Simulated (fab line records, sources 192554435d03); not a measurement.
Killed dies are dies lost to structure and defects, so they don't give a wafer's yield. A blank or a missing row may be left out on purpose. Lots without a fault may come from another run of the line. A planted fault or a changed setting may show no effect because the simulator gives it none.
fab line records | flow n5_finfet
record lots=7 wafers=18 last_day=19
route steps=1938 shown BEOL_M1@801 BEOL_M4@1111 PASSIVATION@1936
lots that met no fault: from a run of the same line without faults
start_h: hours from the record's first day to the start of the lot's first wafer shown | wait_h: hours since the lot's step before | " the same as in the row above | L1.1+2: a row that stands for several wafers | - no value, or no start given | * or withheld: withheld | < > ~ a bound
route shown NAME@n: a module of which the file shows steps, and the number in the route of the first | usual: mean/standard deviation of fault-free wafers | same: alike in all rows | chamber/n: place in a boat | sites: the reading at each site | _std_site: their standard deviation | _edge_site: outer sites' mean less inner sites' | radius_mm: how far each site lies from the wafer's centre | mask NAME#n: copy n | behind: the tool/chamber that last shaped the wafer | hold: why the lot was held/for how many hours/how that ended | device: the transistor (n, p or np) that didn't switch | end of line: the same wafers' tests at the end of the route | a step without rows: its recipe alone | killed: dies lost to structure and defects at the first sort, not the wafer's yield | map: a wafer's dies, x killed, . not, _ none there
set.NAME: the setting as run; set.NAME@STEP: as run at that earlier step | model.NAME: the simulator's own value behind a step, which no gauge read
lots at some steps of the route; a table a step, a row a wafer
services: from which hour (start_h, from the record's first day; less than 0 if before it) a tool's chamber was out of use, for how many hours, and why
## steps
# step N5_BEOL_M1_ETCH_41
# recipe chemistry=CH3F/O2 target=SiCN target_depth_a=319 taper_deg=2 time_s=57.8 ion_energy_ev=120 mask_material=TiN pressure_mtorr=30 source_w=395 bias_w=75 Ar_flow_sccm=150 CH3F_flow_sccm=30 O2_flow_sccm=20
# usual drypump_motor_current_A=5.82/0.25 oes_product_au=0.77/0.09 rf_vpp_V=297.6/1.4 showerhead_plenum_p_Torr=2.01/0.062 throttle_valve_pct=16.40/0.24
# same time_s=57.8
# columns lot.wafer tool chamber start_h wait_h drypump_motor_current_A oes_product_au rf_hours_counter_h rf_vpp_V showerhead_plenum_p_Torr throttle_valve_pct
L118.2 rie_diel-02 2 - - 5.44 0.72 184 297.6 2.09 16.60
L118.3 " 3 " " 5.81 0.72 225 298.4 2.06 16.62
L118.4 " 1 " " 6.33 0.75 158 297.0 2.09 16.33
L121.1 rie_diel-02 1 - - 6.32 0.74 162 298.3 2.09 16.31
L121.3 " 0 " " 5.82 0.71 173 296.3 1.90 16.39
L121.6 " 2 " " 5.47 0.72 - 298.6 2.09 16.62
L124.1 rie_diel-06 1 - - 5.74 0.70 217 299.4 2.06 16.55
L124.2 " 2 " " 5.99 0.72 174 297.1 1.99 16.33
L124.3 " 3 " " 5.90 0.95 6 297.6 1.96 16.39
L129.2 rie_diel-02 2 - - 5.46 0.70 204 298.3 2.08 16.65
L129.4 " 1 " " 6.35 0.73 176 298.8 2.08 16.36
L130.2 rie_diel-02 2 - - 5.45 0.70 205 299.2 2.08 16.64
L130.4 " 3 " " 5.82 0.69 246 297.2 2.05 16.67
L132.4 rie_diel-06 2 - - 6.01 0.72 185 295.8 1.99 16.36
L132.6 " 1 " " 5.73 0.69 - 297.5 2.05 16.56
L137.1 rie_diel-02 2 - - 5.47 0.69 217 299.0 2.08 16.68
L137.2 " 0 " " 5.81 0.70 202 296.2 1.89 16.43
L137.6 " 2 " " 5.46 0.70 - 298.4 2.08 16.68
# step N5_BEOL_M1_STRIP_97
# recipe chemistry=N2/H2 time_s=10 power_w=450 temp_c=40 pressure_mtorr=20 rf_frequency_hz=6e+07 bias_power_w=7 n2_flow_sccm=200 h2_flow_sccm=200
# step N5_BEOL_M1_OCD_MEAS_38
# usual trench_depth_nm=55.2/1.1
# columns lot.wafer tool chamber start_h wait_h trench_depth_nm
L118.2 ocd-01 - 159.14 - 55.8
L118.3 " - " " 56.8
L118.4 " - " " 55.6
L121.1 ocd-01 - 170.98 - 56.1
L121.3 " - " " 54.7
L121.6 " - " " 54.6
L124.1 ocd-02 - 190.89 - 54.1
L124.2 " - " " 54.2
L124.3 " - " " 57.6
L129.2 ocd-01 - 225.84 - 54.7
L129.4 " - " " 56.3
L130.2 ocd-01 - 229.07 - 56.4
L130.4 " - " " 56.5
L132.4 ocd-01 - 231.32 - 54.0
L132.6 " - " " 53.9
L137.1 ocd-01 - 266.77 - 54.2
L137.2 " - " " 53.9
L137.6 " - " " 54.9
# step N5_BEOL_M1_HM_STRIP_39
# recipe chemistry=peroxide_tin_strip material=TiN target_depth_a=250 temp_c=50 time_s=158
# step N5_BEOL_M1_SRD_40
# recipe time_s=30 temp_c=23 rinse_liquid=diw dry=ipa_marangoni
# step N5_BEOL_M1_PRECLEAN_42
# recipe chemistry=residue_remover time_s=60 temp_c=40
# step N5_BEOL_M1_SRD_43
# recipe time_s=30 temp_c=23 rinse_liquid=diw dry=ipa_marangoni
# step N5_BEOL_M1_CD_MEAS_35
# recipe target_cd_nm=18 target_cd_y_nm=21 polarity=opening
# usual cd_nm=18.1/0.33
# columns lot.wafer tool chamber start_h wait_h cd_nm
L118.2 cd_sem-01 - 159.30 0.0 17.8
L118.3 " - " " 18.3
L118.4 " - " " 18.4
L121.1 cd_sem-02 - 171.13 0.0 18.1
L121.3 " - " " 18.3
L121.6 " - " " 17.9
L124.1 cd_sem-01 - 191.04 0.0 18.4
L124.2 " - " " 18.3
L124.3 " - " " 18.4
L129.2 cd_sem-03 - 225.99 0.0 18.2
L129.4 " - " " 18.4
L130.2 cd_sem-01 - 229.22 0.0 18.2
L130.4 " - " " 18.1
L132.4 cd_sem-02 - 231.48 0.0 18.4
L132.6 " - " " 17.9
L137.1 cd_sem-01 - 266.92 0.0 17.4
L137.2 " - " " 18.0
L137.6 " - " " 18.3
# step N5_BEOL_M1_DEGAS_44
# recipe ambient=vacuum temp_c=250 time_s=60
# usual heater_power_w=324/33
# same time_s=60
# columns lot.wafer tool chamber start_h wait_h heater_power_w
L118.2 pvd_sputter-03 - 159.34 0.0 295
L118.3 " - " " 357
L118.4 " - " " 342
L121.1 pvd_sputter-02 - 171.44 0.3 333
L121.3 " - " " 276
L121.6 " - " " 345
L124.1 pvd_sputter-02 - 191.41 0.4 337
L124.2 " - " " 344
L124.3 " - " " 346
L129.2 pvd_sputter-01 - 226.16 0.2 389
L129.4 " - " " 294
L130.2 pvd_sputter-03 - 229.69 0.5 289
L130.4 " - " " 333
L132.4 pvd_sputter-01 - 232.22 0.7 350
L132.6 " - " " 291
L137.1 pvd_sputter-02 - 267.17 0.2 331
L137.2 " - " " 345
L137.6 " - " " 334
# step N5_BEOL_M1_PRE_CLEAN_45
# recipe gas=H2/He time_s=30 temp_c=250
# usual heater_power_w=325/33
# same time_s=30
# columns lot.wafer tool chamber start_h wait_h heater_power_w
L118.2 pvd_sputter-03 - 159.38 0.0 294
L118.3 " - " " 354
L118.4 " - " " 337
L121.1 pvd_sputter-02 - 171.48 0.0 347
L121.3 " - " " 295
L121.6 " - " " 346
L124.1 pvd_sputter-02 - 191.45 0.0 327
L124.2 " - " " 350
L124.3 " - " " 347
L129.2 pvd_sputter-01 - 226.20 0.0 379
L129.4 " - " " 293
L130.2 pvd_sputter-03 - 229.73 0.0 292
L130.4 " - " " 342
L132.4 pvd_sputter-01 - 232.26 0.0 355
L132.6 " - " " 289
L137.1 pvd_sputter-02 - 267.21 0.0 328
L137.2 " - " " 340
L137.6 " - " " 342
# step N5_BEOL_M1_ALD_84
# recipe material=TaN target_thk_a=* temp_c=275 ald_precursor_family=PDMAT ald_co_reactant=NH3 pressure_torr=3 carrier_flow_sccm=1500 pulse_time_s=2 purge_time_s=3 co_reactant_purge_time_s=2 co_reactant_pulse_time_s=3 ald_cycles=30 precursor_vessel_temp_c=75 precursor_vessel_pressure_torr=26.25 precursor_vessel_carrier_sccm=1000
# usual heater_power_w=423/34
# same purge_time_s=3
# columns lot.wafer tool chamber start_h wait_h heater_power_w
L118.2 ald_metal-02 2 159.44 0.0 405
L118.3 " 3 " " 467
L118.4 " 0 " " 390
L121.1 ald_metal-01 1 171.60 0.1 416
L121.3 " 3 " " 454
L121.6 " 3 " " 450
L124.1 ald_metal-04 0 191.51 0.0 443
L124.2 " 2 " " 442
L124.3 " 3 " " 396
L129.2 ald_metal-01 1 226.35 0.1 420
L129.4 " 2 " " 408
L130.2 ald_metal-04 3 229.93 0.2 401
L130.4 " 0 " " 451
L132.4 ald_metal-04 3 232.32 0.0 392
L132.6 " 3 " " 410
L137.1 ald_metal-04 0 267.29 0.1 448
L137.2 " 3 " " 391
L137.6 " 1 " " 374
# step N5_BEOL_M1_SURFACE_TREAT_85
# recipe gas=Ar time_s=* ion_energy_ev=* ion_current_ma_cm2=0.5 pressure_mtorr=* ar_flow_sccm=30
# usual throttle_valve_pct=*
# same time_s=*
# columns lot.wafer tool chamber start_h wait_h throttle_valve_pct
L118.2 pvd_sputter-01 - 159.67 0.1 *
L118.3 " - " " *
L118.4 " - " " *
L121.1 pvd_sputter-02 - 171.96 0.3 *
L121.3 " - " " *
L121.6 " - " " *
L124.1 pvd_sputter-03 - 191.82 0.2 *
L124.2 " - " " *
L124.3 " - " " *
L129.2 pvd_sputter-01 - 226.60 0.1 *
L129.4 " - " " *
L130.2 pvd_sputter-03 - 230.25 0.2 *
L130.4 " - " " *
L132.4 pvd_sputter-01 - 232.56 0.1 *
L132.6 " - " " *
L137.1 pvd_sputter-01 - 267.51 0.1 *
L137.2 " - " " *
L137.6 " - " " *
# step N5_BEOL_M1_CVD_47
# recipe material=Co target_thk_a=30 temp_c=withheld precursor=CCTBA/H2 pressure_torr=30 time_s=223.8
# usual run_length_s=247.2/0.45
# columns lot.wafer tool chamber start_h wait_h run_length_s
L118.2 cvd_co-02 2 159.80 0.1 247.1
L118.3 " 2 " " 247.2
L118.4 " 0 " " 246.9
L121.1 cvd_co-01 0 172.02 0.0 247.6
L121.3 " 2 " " 247.4
L121.6 " 2 " " 247.9
L124.1 cvd_co-01 2 192.11 0.3 247.0
L124.2 " 1 " " 246.4
L124.3 " 0 " " 247.2
L129.2 cvd_co-02 2 226.77 0.2 453.2
L129.4 " 2 " " 247.3
L130.2 cvd_co-02 0 230.40 0.1 452.0
L130.4 " 1 " " 246.7
L132.4 cvd_co-02 2 232.70 0.1 247.2
L132.6 " 1 " " 451.9
L137.1 cvd_co-01 0 267.58 0.0 247.4
L137.2 " 2 " " 247.5
L137.6 " 1 " " 246.3
# step N5_BEOL_M1_SPUTTER_48
# recipe material=Cu target_thk_a=45 temp_c=-20 chamber_pressure_pa=0.07 power_w=withheld time_s=8.29
# step N5_BEOL_M4_RC_MEAS_101
# usual DIBL_N=35.3/1.8 DIBL_P=35.2/2.2 IOFF_N=0.144/0.029 IOFF_P=0.19/0.031 ION_N=670/12 ION_P=460/7.6 SS_N=71.2/0.62 SS_P=73.0/0.69 VT_N=251/3.4 VT_P=-251.4/2.6
# columns lot.wafer tool chamber start_h wait_h DIBL_N[mV/V] DIBL_P[mV/V] IOFF_N[nA/um] IOFF_P[nA/um] ION_N[uA/um] ION_P[uA/um] SS_N[mV/dec] SS_P[mV/dec] VT_N[mV] VT_P[mV]
L118.2 prober-01 0 230.84 0.2 35.9 36.1 0.152 0.20 674 464 71.6 73.5 250 -250.7
L118.3 " 0 " " 33.5 34.0 0.121 0.17 664 460 71.1 73.0 254 -253.5
L118.4 " 0 " " 35.5 35.0 0.140 0.18 670 456 71.1 72.8 249 -253.1
L121.1 prober-02 0 237.24 0.0 32.6 32.2 0.105 0.16 652 460 69.8 72.3 251 -251.4
L121.3 " 0 " " 36.0 36.2 0.167 0.22 675 466 71.4 73.4 246 -249.7
L121.6 " 0 " " 34.3 34.3 0.132 0.18 679 472 71.6 72.6 249 -250.0
L124.1 prober-01 0 245.08 0.0 30.7 28.8 0.083 0.12 656 456 70.0 70.9 254 -255.6
L124.2 " 0 " " 35.3 34.9 0.142 0.18 673 461 70.5 72.4 250 -253.6
L124.3 " 0 " " 35.5 36.4 0.160 0.20 699 479 70.9 73.1 246 -251.4
L129.2 prober-02 0 280.35 0.2 36.1 36.2 0.176 0.20 683 466 71.4 72.9 247 -247.2
L129.4 " 0 " " 39.8 40.5 0.249 0.26 678 454 72.7 74.2 246 -248.5
L132.4 prober-01 0 306.57 0.5 35.6 35.2 0.147 0.20 671 461 71.0 72.5 251 -251.2
L132.6 " 0 " " 33.9 32.9 0.112 0.17 658 460 71.1 72.0 255 -253.4
L130.2 prober-02 0 315.34 0.2 37.3 38.3 0.173 0.22 683 472 71.1 73.4 248 -252.4
L130.4 " 0 " " 34.3 33.9 0.111 0.16 669 466 71.0 72.4 255 -254.0
L137.1 prober-01 0 341.60 0.0 39.6 39.9 0.217 0.28 672 463 72.3 75.1 245 -247.7
L137.2 " 0 " " 36.6 35.3 0.146 0.18 668 454 71.4 73.1 250 -252.8
L137.6 " 0 " " 36.3 35.1 0.140 0.18 660 447 71.4 73.2 255 -254.5
# step N5_PASSIVATION_PROBE_49
# usual defect_limited_yield=91.0/1.4 killed_at_M0_to_M3=36/10 killed_at_M4_up=15/5 killed_at_contacts=12/6.1 killed_at_front_end=40/13 killed_at_other=3.8/2.9 killed_dies=106/16 killed_open=68/12 killed_short=35/8.2 sort_bin_5_function=5.2/0.9 sort_bin_6_memory=3.4/0.71 sort_n_pass=1073/17 sort_yield_pct=91.0/1.5
# same gross_dies=1180 killed_at_back_side=0 sort_bin_4_leakage[%]=0 sort_bin_8_speed[%]=0
# columns lot.wafer tool chamber start_h wait_h defect_limited_yield[%] killed_at_M0_to_M3 killed_at_M4_up killed_at_contacts killed_at_front_end killed_at_other killed_dies killed_open killed_short sort_bin_5_function[%] sort_bin_6_memory[%] sort_n_pass sort_yield_pct[%]
L118.2 prober-02 - 338.83 0.1 91.9 30 19 7 40 0 96 68 27 4.7 3.2 1084 91.9
L118.3 prober-02 - 338.88 0.1 91.9 34 15 5 41 0 95 56 39 4.9 2.4 1085 91.9
L118.4 prober-02 - 338.93 0.2 92.6 26 12 6 41 2 87 58 26 4.7 2.5 1093 92.6
L124.1 prober-02 - 364.42 0.0 91.7 47 13 8 26 4 98 74 23 5.3 2.8 1082 91.7
L124.2 prober-02 - 364.47 0.1 90.3 50 9 21 31 4 115 77 37 5.1 4.3 1065 90.3
L124.3 prober-02 - 364.52 0.1 91.9 54 11 10 20 1 96 56 38 5.3 2.8 1084 91.9
L132.4 prober-01 - 413.02 0.2 88.1 57 14 14 51 4 140 94 45 8.6 3.0 1040 88.1
L132.6 prober-01 - 413.12 0.3 91.2 24 7 13 53 7 104 72 30 5.0 3.4 1076 91.2
L130.2 prober-01 - 433.05 0.3 91.2 42 7 13 36 6 104 65 36 5.2 3.5 1076 91.2
L137.1 prober-02 - 452.82 0.0 92.5 29 11 6 39 4 89 56 30 4.1 3.3 1091 92.5
L137.2 prober-02 - 452.87 0.1 91.9 47 13 0 34 1 95 53 33 3.6 3.3 1085 91.9
L137.6 prober-02 - 453.07 0.3 91.2 36 14 9 35 10 104 60 39 5.4 2.8 1076 91.2
# killed by level:class
L118.2 BEOL_M3:geometric_particle:open=12 FIN_SAQP:geometric_particle:short=11 FIN_SAQP:geometric_particle:open=10 MOL_CONTACT_COAG:geometric_particle:open=7 BEOL_M2:geometric_particle:open=7 BEOL_M4:geometric_particle:open=7 DUMMY_GATE:geometric_particle:open=5 STI_FIN_REVEAL:geometric_particle:open=4
L118.3 BEOL_M2:geometric_particle:open=11 FIN_SAQP:geometric_particle:short=9 BEOL_M1:geometric_particle:open=8 GATE_CUT:geometric_particle:open=6 FIN_SAQP:geometric_particle:open=5 STI_FIN_REVEAL:geometric_particle:open=4 GATE_CUT:geometric_particle:short=4 BEOL_M0_SAQP:geometric_particle:short=4
L118.4 FIN_SAQP:geometric_particle:open=8 BEOL_M2:geometric_particle:open=8 FIN_SAQP:geometric_particle:short=7 BEOL_M1:geometric_particle:open=7 DUMMY_GATE:geometric_particle:open=5 MOL_CONTACT_COAG:geometric_particle:open=4 BEOL_M4:geometric_particle:open=4 ILD0:geometric_particle:open=3
L124.1 BEOL_M2:geometric_particle:open=32 FIN_SAQP:geometric_particle:short=6 STI_FIN_REVEAL:geometric_particle:open=6 MOL_CONTACT_COAG:geometric_particle:open=5 BEOL_M4:geometric_particle:open=5 BEOL_M0_SAQP:geometric_particle:short=4 BEOL_M1:geometric_particle:open=4 BEOL_M6:geometric_particle:open=4
L124.2 MOL_CONTACT_COAG:geometric_particle:open=17 BEOL_M0_SAQP:geometric_particle:short=14 BEOL_M3:geometric_particle:open=13 BEOL_M2:geometric_particle:open=8 BEOL_M0_SAQP:geometric_particle:open=6 BEOL_M1:geometric_particle:open=6 STARTING-WAFER:geometric_particle:open=6 FIN_SAQP:geometric_particle:open=4
L124.3 BEOL_M0_SAQP:geometric_particle:short=15 BEOL_M2:geometric_particle:open=10 MOL_CONTACT_COAG:geometric_particle:open=9 BEOL_M0_SAQP:geometric_particle:open=9 BEOL_M1:geometric_particle:open=8 BEOL_M3:geometric_particle:open=5 ILD0:geometric_particle:short=3 BEOL_M1:geometric_particle:short=3
L132.4 FIN_SAQP:geometric_particle:open=18 BEOL_M0_SAQP:geometric_particle:short=15 BEOL_M0_SAQP:geometric_particle:open=15 FIN_SAQP:geometric_particle:short=13 BEOL_M2:geometric_particle:open=11 MOL_CONTACT_COAG:geometric_particle:open=10 BEOL_M1:geometric_particle:open=9 STI_FIN_REVEAL:geometric_particle:open=6
L132.6 FIN_SAQP:geometric_particle:short=12 FIN_SAQP:geometric_particle:open=12 MOL_CONTACT_COAG:geometric_particle:open=11 BEOL_M0_SAQP:geometric_particle:open=10 DUMMY_GATE:geometric_particle:open=7 BEOL_M3:geometric_particle:open=6 GATE_CUT:geometric_particle:open=5 STI_FIN_REVEAL:geometric_particle:open=4
L130.2 BEOL_M1:geometric_particle:open=12 BEOL_M2:geometric_particle:open=12 GATE_CUT:geometric_particle:short=10 MOL_CONTACT_COAG:geometric_particle:open=10 FIN_SAQP:geometric_particle:short=8 BEOL_M3:geometric_particle:open=8 FIN_SAQP:geometric_particle:open=4 GATE_CUT:geometric_particle:open=4
L137.1 FIN_SAQP:geometric_particle:open=9 BEOL_M0_SAQP:geometric_particle:open=7 BEOL_M0_SAQP:geometric_particle:short=7 BEOL_M2:geometric_particle:open=6 MOL_CONTACT_COAG:geometric_particle:open=5 STI_FIN_REVEAL:geometric_particle:open=5 BEOL_M3:geometric_particle:open=5 GATE_CUT:geometric_particle:short=4
L137.2 BEOL_M0_SAQP:geometric_particle:short=13 BEOL_M0_SAQP:geometric_particle:open=11 FIN_SAQP:geometric_particle:open=8 BEOL_M2:geometric_particle:open=8 DUMMY_GATE:geometric_particle:open=6 HKMG_FIN:area_etch=6 BEOL_M1:geometric_particle:open=4 BEOL_M3:geometric_particle:short=4
L137.6 BEOL_M0_SAQP:geometric_particle:open=10 BEOL_M4:geometric_particle:open=7 GATE_CUT:geometric_particle:short=6 BEOL_M0_SAQP:geometric_particle:short=6 BEOL_M2:geometric_particle:open=6 BEOL_M3:geometric_particle:open=6 STI_FIN_REVEAL:geometric_particle:open=5 MOL_CONTACT_COAG:geometric_particle:open=5
## services
# columns tool chamber start_h hours kind
rie_diel-02 - 137.37 2.8 pm
rie_diel-02 3 140.90 6.3 repair
rie_diel-06 3 143.08 - clean
rie_diel-06 3 143.08 - consumable_replace:focus_ring
rie_diel-06 3 143.08 25.0 scheduled_down
rie_diel-06 3 143.08 25.0 vent_cycle
cvd_co-02 1 146.08 - clean
cvd_co-02 1 146.08 22.0 scheduled_down
cvd_co-02 1 146.08 22.0 vent_cycle
pvd_sputter-03 - 148.55 9.3 repair
rie_diel-02 - 174.85 0.5 repair
rie_diel-02 1 176.31 7.1 repair
rie_diel-02 0 177.64 1.8 repair
cvd_co-02 0 182.36 12.1 repair
cvd_co-02 1 191.54 13.6 repair
cvd_co-01 - 221.68 4.6 repair
ald_metal-02 - 227.15 8.7 pm
rie_diel-02 3 245.46 - clean
rie_diel-02 3 245.46 - consumable_replace:esc
rie_diel-02 3 245.46 - consumable_replace:focus_ring
rie_diel-02 3 245.46 23.3 scheduled_down
rie_diel-02 3 245.46 23.3 vent_cycle
rie_diel-06 - 256.20 0.5 repair
cvd_co-02 0 264.52 17.4 repair
## key
first_sign step=N5_BEOL_M1_CVD_47 reading=run_length_s direction=up sigmas=99+ usual=* struck=*
effect none on later readings
met_at N5_BEOL_M1_CVD_47
struck_wafers L129.2,L130.2,L132.6
onset_between 159.80 226.77
fault kind=process_parameter_drift tool=cvd_co-02 chamber=- onset_h=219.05 steps=N5_BEOL_M1_CVD_47 channel=time_s offset=* shape=step end_h=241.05 scope=struck_wafers_only acts_in=* stated=*
